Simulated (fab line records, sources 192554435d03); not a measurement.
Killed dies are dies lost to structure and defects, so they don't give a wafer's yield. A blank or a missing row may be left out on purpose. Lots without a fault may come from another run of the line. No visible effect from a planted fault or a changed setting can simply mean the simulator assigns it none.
The tool behind it: which one? -- flow n5-finfet -- 30 wafers from 10 lots sampled at 4 of the route's 1938 steps

== WHAT EACH GAUGE READ, for each wafer ==
N5_BEOL_M4_RS_MEAS_58: measurement is done with a four-point probe.
lot,measured,on,M4_RS (ohm/sq)
L326,day 8 22:33,film-metro-01,0.65 0.71 0.63
L327,day 9 01:50,film-metro-02,0.63 0.72 0.58
L328,day 9 09:10,film-metro-01,0.65 0.77 0.66
L336,day 11 10:50,film-metro-01,0.60 0.63 0.63
L338,day 12 11:15,film-metro-02,0.72 0.66 0.75
L337,day 12 16:47,film-metro-01,0.70 0.75 0.80
L341,day 12 22:40,film-metro-02,0.66 0.73 0.64
L342,day 13 00:53,film-metro-02,0.76 0.71 0.77
L343,day 13 13:44,film-metro-02,0.73 0.74 0.69
L346,day 14 05:46,film-metro-01,0.67 0.66 0.71

N5_BEOL_M4_INSPECT_59: inspects for defects (darkfield).
lot,measured,on,raw-defect-count
L326,day 8 22:35,defect-inspect-02,83 62 80
L327,day 9 01:52,defect-inspect-02,40 82 64
L328,day 9 09:11,defect-inspect-02,51 24 69
L336,day 11 10:52,defect-inspect-01,80 76 148
L338,day 12 11:17,defect-inspect-02,84 111 103
L337,day 12 16:48,defect-inspect-02,92 71 81
L341,day 12 22:41,defect-inspect-02,54 47 36
L342,day 13 00:54,defect-inspect-01,129 29 43
L343,day 13 13:45,defect-inspect-02,106 83 105
L346,day 14 05:48,defect-inspect-01,93 130 98

N5_BEOL_M4_RC_MEAS_101.
lot,measured,on,COMB_M4_max_site (S/m),DIBL_N (mV/V),DIBL_P (mV/V),IOFF_N (nA/um),IOFF_P (nA/um),ION_N (uA/um),ION_P (uA/um),SS_N (mV/dec),SS_P (mV/dec),VT_N (mV),VT_P (mV)
L326,day 8 22:55,prober-02,1e-10 9.9e-11 6.2e-11,37.5 36.0 41.5,37.8 36.8 43.3,0.18 0.16 0.27,0.19 0.18 0.28,682 676 694,454 453 461,72.0 71.0 73.1,73.1 73.5 75.4,248 249 244,-252 -254 -246
L327,day 9 01:54,prober-01,5.9e-11 6.2e-11 7.7e-11,36.7 36.7 36.5,38.7 36.8 38.3,0.17 0.16 0.16,0.26 0.21 0.25,681 671 679,475 459 473,70.8 71.5 71.2,74.1 72.5 73.6,248 251 251,-247 -251 -247
L328,day 9 09:13,prober-01,1.26e-10 8.8e-11 9.5e-11,36.5 34.8 40.1,38.2 36.0 43.2,0.19 0.14 0.28,0.25 0.21 0.37,691 653 701,469 455 483,72.1 71.9 72.7,73.1 71.4 74.5,246 251 242,-247 -248 -242
L336,day 11 10:53,prober-02,7.02e-10 9.06e-10 8.9e-11,36.1 33.9 37.1,38.2 34.1 38.5,0.19 0.14 0.23,0.28 0.21 0.30,670 674 695,459 459 469,71.0 70.5 71.8,74.4 72.7 74.5,243 251 241,-245 -250 -245
L338,day 12 11:37,prober-01,7.9e-11 8.1e-11 1.09e-10,36.8 39.9 36.6,37.9 41.1 36.6,0.16 0.19 0.16,0.22 0.27 0.19,677 679 673,459 466 457,71.4 72.4 71.0,72.9 74.2 73.1,249 248 248,-250 -249 -252
L337,day 12 16:50,prober-01,1.16e-10 6.7e-11 9.8e-11,34.0 40.2 38.4,32.0 40.6 38.3,0.10 0.21 0.18,0.16 0.31 0.26,656 663 656,456 458 453,70.8 73.1 73.0,72.3 74.7 74.2,256 250 247,-253 -247 -249
L341,day 12 22:43,prober-01,8.7e-11 1.12e-10 8.6e-11,32.3 36.5 32.7,33.6 38.5 34.1,0.11 0.18 0.12,0.14 0.20 0.14,657 679 663,445 458 449,71.2 72.3 71.1,72.2 73.7 72.2,256 249 254,-257 -252 -258
L342,day 13 00:56,prober-02,6.4e-11 7.9e-11 9.3e-11,36.2 37.1 35.3,33.2 35.2 33.1,0.15 0.17 0.13,0.18 0.21 0.18,670 676 677,456 454 466,71.6 71.7 70.6,72.5 72.8 73.1,253 250 252,-253 -253 -250
L343,day 13 14:05,prober-01,6.4e-11 7.9e-11 7.5e-11,38.3 36.8 37.2,39.4 38.0 38.0,0.20 0.17 0.18,0.24 0.21 0.22,673 671 666,456 455 455,71.8 72.3 71.8,73.6 72.9 73.7,247 250 248,-251 -252 -250
L346,day 14 06:08,prober-01,6.3e-11 6.6e-11 6.8e-11,37.3 37.0 33.1,38.5 38.7 34.3,0.16 0.17 0.10,0.18 0.18 0.13,675 675 656,450 449 445,72.0 71.9 70.3,74.2 73.9 72.1,252 251 256,-257 -256 -258

== WHICH TOOL RAN EACH LOT (tool, then ch and the chambers of the sampled wafers, then the start) ==
lot,N5_BEOL_M4_ALD_84
L326,"ald-metal-02 ch 0,2, day 8 19:13"
L327,"ald-metal-01 ch 0,1,2, day 8 22:17"
L328,"ald-metal-03 ch 1,2,3, day 9 04:43"
L336,"ald-metal-01 ch 0,1, day 11 07:14"
L338,"ald-metal-03 ch 0,1, day 12 04:37"
L337,"ald-metal-02 ch 0,3, day 12 07:58"
L341,"ald-metal-02 ch 0,1,3, day 12 16:02"
L342,"ald-metal-03 ch 0,1,2, day 12 18:23"
L343,"ald-metal-02 ch 0,2, day 13 10:11"
L346,"ald-metal-02 ch 0,1,3, day 14 02:22"
- N5_BEOL_M4_ALD_84: deposits TaN, pulse time 2 s, purge time 3 s, co reactant purge time 2 s.

== AS READ BY THE TOOLS THEMSELVES (means over the sampled wafers that have a number; for cases with no such wafer, the mark the record gives instead) ==
N5_BEOL_M4_ALD_84.
lot,tool,heater-power-outer-w (W),heater-power-w (W),precursor-vessel-carrier-sccm (sccm)
L326,ald-metal-02,282,471,998
L327,ald-metal-01,230,420,1001
L328,ald-metal-03,235,415,997
L336,ald-metal-01,221,399,1001
L338,ald-metal-03,204,358,998
L337,ald-metal-02,247,444,998
L341,ald-metal-02,261,471,997
L342,ald-metal-03,217,365,999
L343,ald-metal-02,267,469,1003
L346,ald-metal-02,259,462,1003

== THE ANSWER, worked out from the rows above alone ==
Rule: the usual values come from the lots themselves. Put in order of their means at a reading, lots are off if they are a third of the lots or fewer, leave a main group of 4 or more, and stand apart from it by a gap of 3 or more times the standard deviation of the main group's means; of several such gaps the widest counts. If all means in a main group match to the digits the tables above print for the reading, that group is not used. Also off: a lot with no number at a reading for which 4 or more lots have one. Any other lot the step has rows for is counted as sound. The gauges are gone through in route order, then the tools' own readings, and for those a lot's mean is taken as printed above. The first step at which some lot is off is used, and at that step the reading that is off furthest; a lot without a number counts as furthest.
Off: L336, at N5_BEOL_M4_RC_MEAS_101 (COMB_M4_max_site). The main group: mean 8.3e-11 S/m, standard deviation 1.3e-11.
A tool fits if, at a process step before that reading, it ran every lot that is off, and no sound lot after the first of them. Those tools and the gauges at N5_BEOL_M4_RC_MEAS_101 are tried in the same way. One candidate fits, namely ald-metal-01 at N5_BEOL_M4_ALD_84. Its last sound lot is L327 (day 8 22:17), its first lot that is off L336 (day 11 07:14): a fault that began between those two fits.

== WHAT HAD BEEN PUT IN BY THE SIMULATOR ==
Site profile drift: ald-metal-01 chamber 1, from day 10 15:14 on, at N5_BEOL_M4_ALD_84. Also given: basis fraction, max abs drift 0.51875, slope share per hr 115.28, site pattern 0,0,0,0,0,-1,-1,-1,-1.
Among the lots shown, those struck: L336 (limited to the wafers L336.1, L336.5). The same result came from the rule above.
